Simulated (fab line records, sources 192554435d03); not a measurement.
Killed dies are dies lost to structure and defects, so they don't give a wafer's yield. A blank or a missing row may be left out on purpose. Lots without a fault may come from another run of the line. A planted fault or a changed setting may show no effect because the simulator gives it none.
A struck lot beside a sound one | flow n5_finfet | 40 steps out of a route of 1938
Sound: wafers L106.1, L106.2, L106.3. Struck: wafer L112.4. (L112.2, L112.3 of the same lot were not struck and are left out.) The cause comes at the end.
At each step with rows: each side's tool, then ch and its chambers, then its first start. Under that, the readings that differ: sound wafers | struck wafers | difference of the means | sigmas: that difference in standard deviations of wafers without a fault.
alike: readings whose means differ by less than 2 such deviations, and words and numbers that are the same on both sides. not compared: withheld readings, readings that some wafer has no value for, bounds like >300 that may hide the same value, and numbers for which the record gives no deviation and whose values overlap.
The two part at a step that has a row with sigmas, a row that says differs or no value, or rows on one side only. Numbers that don't overlap but have no deviation are shown without sigmas and don't part them. A reading that every wafer of one side lacks parts them only if that side has two wafers or more.

first, 12 steps without rows for these wafers: N5_HKMG_FIN_DESCUM_53 (chemistry O2, time 7.9 s); N5_HKMG_FIN_ETCH_54 (etches SiARC in CF4, target depth 45.5 nm, time 75.8 s); N5_HKMG_FIN_ETCH_55 (etches SOC in N2/H2, target depth 240 nm, time 300 s); N5_HKMG_FIN_STRIP_56 (strips in N2/H2); N5_HKMG_FIN_STRIP_57 (strips in CF4); N5_HKMG_FIN_ETCH_58 (etches SOC in N2/H2, target depth 215.8 nm, time 741 s); N5_HKMG_FIN_STRIP_93 (strips SOC in N2/H2, time 20 s); N5_HKMG_FIN_WET_ETCH_76 (etches Al2O3 in dNH4OH, stops on La2O3, target depth 2.25 nm, rinse time 30 s); N5_HKMG_FIN_STRIP_60 (strips in N2/H2, time 360 s); N5_HKMG_FIN_WET_ETCH_77 (etches La2O3 in dHCl, stops on HfO2, target depth 2 nm); N5_HKMG_FIN_WET_ETCH_78 (etches Al2O3 in dNH4OH, stops on La2O3, target depth 4.5 nm, rinse time 30 s); N5_HKMG_FIN_ALD_79 (deposits TiN, target thk 1.5 nm, pulse time 1 s, purge time 3 s).
N5_HKMG_FIN_CVD_62: deposits a-Si from Si2H6, target thk 3 nm, time 20.8 s.
  sound on thermal_cvd_si-02 ch 0,1,2, day 5 00:56; struck on thermal_cvd_si-02 ch 2, day 6 13:24
  reading                                   | sound                | struck | difference | sigmas
  heater_power_w (W)                        | 1465 1233 1441       | 1059   | -321       | -2
  susceptor_temp_C (C)                      | 500.05 499.95 499.91 | 469.02 | -30.95     | -99 or more
  model.a-Si_of_HKMG_FIN_CVD_62.thk_nm (nm) | 3 3.2 3              | 1.2    | -1.9       |
then, 25 steps without rows for these wafers: N5_HKMG_FIN_RTA_80 (time 2 s); N5_HKMG_FIN_PRECLEAN_64 (cleans in dHF, time 30 s); N5_HKMG_FIN_WET_ETCH_65 (etches a-Si in TMAH, stops on TiN, time 49 s, target depth 3 nm); N5_HKMG_FIN_WET_ETCH_81 (etches TiN in SC1, stops on HfO2, time 57 s, target depth 6 nm); N5_HKMG_FIN_WET_ETCH_82 (etches La2O3 in dHCl, stops on HfO2, target depth 2 nm, rinse time 30 s); N5_HKMG_FIN_ALD_36 (deposits TiN, target thk 1 nm, pulse time 1 s, purge time 3 s); N5_HKMG_FIN_PWFM_ALD_03 (deposits TiN, target thk 2 nm, pulse time 1 s, purge time 3 s); N5_HKMG_FIN_COAT_29 (time 60 s, resist thk 300 nm); N5_HKMG_FIN_COAT_30 (time 60 s, resist thk 35 nm); N5_HKMG_FIN_COAT_06 (resist thk 90 nm); N5_HKMG_FIN_EBR_08; N5_HKMG_FIN_SOFTBAKE_07 (time 60 s); N5_HKMG_FIN_EXPOSE_09 (exposes mask NWFM); N5_HKMG_FIN_PEB_10 (peb time 60 s); N5_HKMG_FIN_DEVELOP_11 (develop time 30 s); N5_HKMG_FIN_DESCUM_17 (chemistry O2, time 7.9 s); N5_HKMG_FIN_ETCH_31 (etches SiARC in CF4, target depth 45.5 nm, time 75.8 s); N5_HKMG_FIN_ETCH_32 (etches SOC in N2/H2, target depth 240 nm, time 300 s); N5_HKMG_FIN_STRIP_33 (strips in N2/H2); N5_HKMG_FIN_STRIP_34 (strips in CF4); N5_HKMG_FIN_ETCH_35 (etches SOC in N2/H2, target depth 215.8 nm, time 243.4 s); N5_HKMG_FIN_STRIP_92 (strips SOC in N2/H2, time 20 s); N5_HKMG_FIN_WET_ETCH_18 (etches TiN in SC1, time 55 s, target depth 5.2 nm, rinse time 30 s); N5_HKMG_FIN_STRIP_19 (strips in N2/H2, time 360 s); N5_HKMG_FIN_ALD_91 (deposits TiN, target thk 1 nm, pulse time 1 s, purge time 3 s).
-- the record jumps here: 4 days lie between the struck wafers' starts before and after (it left off in module HKMG_FIN and takes up again in module BEOL_M4, whose first step shown is number 1111 of the route) --
N5_BEOL_M4_RC_MEAS_101:
  sound on prober-02 ch 0, day 8 23:53; struck on prober-02 ch 0, day 10 02:45
  reading        | sound             | struck | difference | sigmas
  EOT_N          | 10.63 10.73 10.75 | 10.90  | +0.20      | +2
  EOT_P          | 10.53 10.58 10.56 | 10.91  | +0.35      | +4
  IOFF_N (nA/um) | 0.181 0.161 0.179 | 0.234  | +0.060     | +3
  alike: DIBL_N, DIBL_P, IOFF_P, ION_N, ION_P, SS_N, SS_P, VT_N, VT_P
-- the record jumps here: 4 days lie between the struck wafers' starts before and after (it left off in module BEOL_M4 and takes up again in module PASSIVATION, whose first step shown is number 1936 of the route) --
N5_PASSIVATION_PROBE_49:
  the record has rows for the struck wafers here (prober-02, day 14 09:49) and none for the sound ones

WHERE THEY PART
First at N5_HKMG_FIN_CVD_62; last, within this record, at N5_PASSIVATION_PROBE_49.

WHY: what the simulator had put in
Process parameter drift: thermal_cvd_si-02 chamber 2, from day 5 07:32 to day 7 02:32, at N5_HKMG_FIN_CVD_62. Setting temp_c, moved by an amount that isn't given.
